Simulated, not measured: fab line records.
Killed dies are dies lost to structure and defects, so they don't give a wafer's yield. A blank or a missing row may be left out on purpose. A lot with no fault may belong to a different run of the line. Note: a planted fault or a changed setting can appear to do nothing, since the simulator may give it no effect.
Struck lot and sound lot, side by side    flow n5-finfet    20 steps out of a route of 1938
Sound: the wafers L862.2, L862.3, L862.5. Wafers struck: L873.5, L873.6. The cause comes at the end.
Order at every step that has rows: each side's tool, ch and its chambers, its first start. Under that, the readings that differ: sound wafers    struck wafers    difference of the means    sigmas: that difference in standard deviations of wafers without a fault.
alike: a reading whose means differ by less than 2 such deviations, as well as words and numbers matching on both sides. not compared: withheld readings; readings where some wafer has no value; bounds like >300 that might hide an equal value; numbers whose values overlap and for which the record gives no deviation.
The two part at a step that has a row with sigmas, a row that says differs or no value, or rows on one side only. Numbers that don't overlap but have no deviation are shown without sigmas and don't part them. A reading missing from all wafers of one side parts the sides only when that side holds two or more wafers.

first, 9 steps without rows for these wafers: N5_BEOL_M4_COAT_67 (time 60 s, resist thk 60 nm); N5_BEOL_M4_COAT_68 (time 60 s, resist thk 12 nm); N5_BEOL_M4_COAT_76 (time 60 s, resist thk 5 nm); N5_BEOL_M4_COAT_22 (resist thk 30 nm); N5_BEOL_M4_EBR_24; N5_BEOL_M4_SOFTBAKE_23 (time 60 s); N5_BEOL_M4_EXPOSE_25 (exposes mask V3, defocus 5 nm); N5_BEOL_M4_PEB_26 (peb time 60 s); N5_BEOL_M4_DEVELOP_27 (develop time 30 s).
N5_BEOL_M4_CD_MEAS_28: target cd 26.2 nm, target cd y 24.1 nm.
  sound on cd-sem-03 ch 0, day 7 15:59; struck on cd-sem-02 ch 0, day 10 01:53
  alike: cd-nm
N5_BEOL_M4_OVL_MEAS_29:
  sound on overlay-02 ch 0, day 7 16:01; struck on overlay-02 ch 0, day 10 01:56
  alike: V3_OVL
N5_BEOL_M4_INSPECT_30: inspects for defects (brightfield).
  sound on defect-inspect-01 at day 7 16:04; struck on defect-inspect-02 at day 10 01:58
  alike: raw-defect-count
N5_BEOL_M4_DESCUM_33: chemistry O2, time 7 s.
  sound on rie-diel-04 ch 1,2, day 7 16:06; struck on rie-diel-04 ch 0,1, day 10 02:02
reading                                       sound       struck     difference  sigmas
model.CAR-EUV_of_BEOL_M4_COAT_22.thk-nm (nm)  26 26 26.2  25.2 25.4  -0.8        
  alike: drypump-motor-current-A, oes-product-au, rf-vpp-V, showerhead-plenum-p-Torr, throttle-valve-pct
  not compared: rf-hours-counter-h
N5_BEOL_M4_ETCH_77: etches underlayer in N2/H2, target depth 6.5 nm, time 5.2 s.
  sound on rie-diel-04 ch 1,2, day 7 16:08; struck on rie-diel-04 ch 0,1, day 10 02:04
  alike: drypump-motor-current-A, etch-rf-on-time-s, n2-flow-sccm, oes-product-au, rf-vpp-V, showerhead-plenum-p-Torr, throttle-valve-pct
  not compared: rf-hours-counter-h
N5_BEOL_M4_ETCH_69: etches SiARC in CF4, target depth 15.6 nm, time 26 s.
  sound on rie-diel-04 ch 1,2, day 7 16:09; struck on rie-diel-04 ch 0,1, day 10 02:06
  alike: drypump-motor-current-A, etch-rf-on-time-s, oes-product-au, rf-vpp-V, showerhead-plenum-p-Torr, throttle-valve-pct
  not compared: rf-hours-counter-h
N5_BEOL_M4_ALD_98: deposits SiO2, target thk 2.5 nm, pulse time 1 s, co reactant pulse time 1 s.
  sound on ald-sin-04 ch 0,2, day 7 16:14; struck on ald-sin-01 ch 0,3, day 10 02:21
  alike: heater-power-w, precursor-pulse-height-rel, susceptor-temp-C
N5_BEOL_M4_ETCHBACK_99: etches SiO2 in CHF3, target depth 5 nm, time 10.4 s.
  sound on rie-diel-04 ch 0,1,3, day 7 17:54; struck on rie-diel-01 ch 0,1, day 10 03:04
reading                                       sound           struck   difference  sigmas
model.CAR-EUV_of_BEOL_M4_COAT_22.thk-nm (nm)  10.4 10.4 10.4  9.6 9.6  -0.8        
  alike: drypump-motor-current-A, oes-product-au, rf-vpp-V, showerhead-plenum-p-Torr, throttle-valve-pct
  not compared: rf-hours-counter-h
N5_BEOL_M4_ETCH_70: etches SOC in N2/H2, target depth 80 nm, overetch 24 nm, time 130 s.
  sound on rie-diel-04 ch 0,1,3, day 7 17:56; struck on rie-diel-01 ch 0,1, day 10 03:08
  alike: drypump-motor-current-A, n2-flow-sccm, oes-product-au, rf-vpp-V, showerhead-plenum-p-Torr, throttle-valve-pct
  not compared: rf-hours-counter-h
N5_BEOL_M4_RC_MEAS_101:
  sound on prober-01 ch 0, day 7 22:44; struck on prober-02 ch 0, day 10 08:38
reading         sound           struck     difference  sigmas
IOFF_P (nA/um)  0.21 0.25 0.22  0.28 0.33  +0.08       +2
  alike: DIBL_N, DIBL_P, IOFF_N, ION_N, ION_P, SS_N, SS_P, VT_N, VT_P
-- here the record skips 5 days between the struck wafers' starts before and after, leaving off in module BEOL_M4 and picking up in module PASSIVATION (first step shown: number 1936 of the route) --
N5_PASSIVATION_PROBE_49:
  rows exist in the record for the struck wafers here (prober-02, day 14 21:56), but not for the sound ones

## WHERE THEY PART
Earliest at N5_BEOL_M4_RC_MEAS_101; latest, in this record, at N5_PASSIVATION_PROBE_49.

WHY: what the simulator had put in
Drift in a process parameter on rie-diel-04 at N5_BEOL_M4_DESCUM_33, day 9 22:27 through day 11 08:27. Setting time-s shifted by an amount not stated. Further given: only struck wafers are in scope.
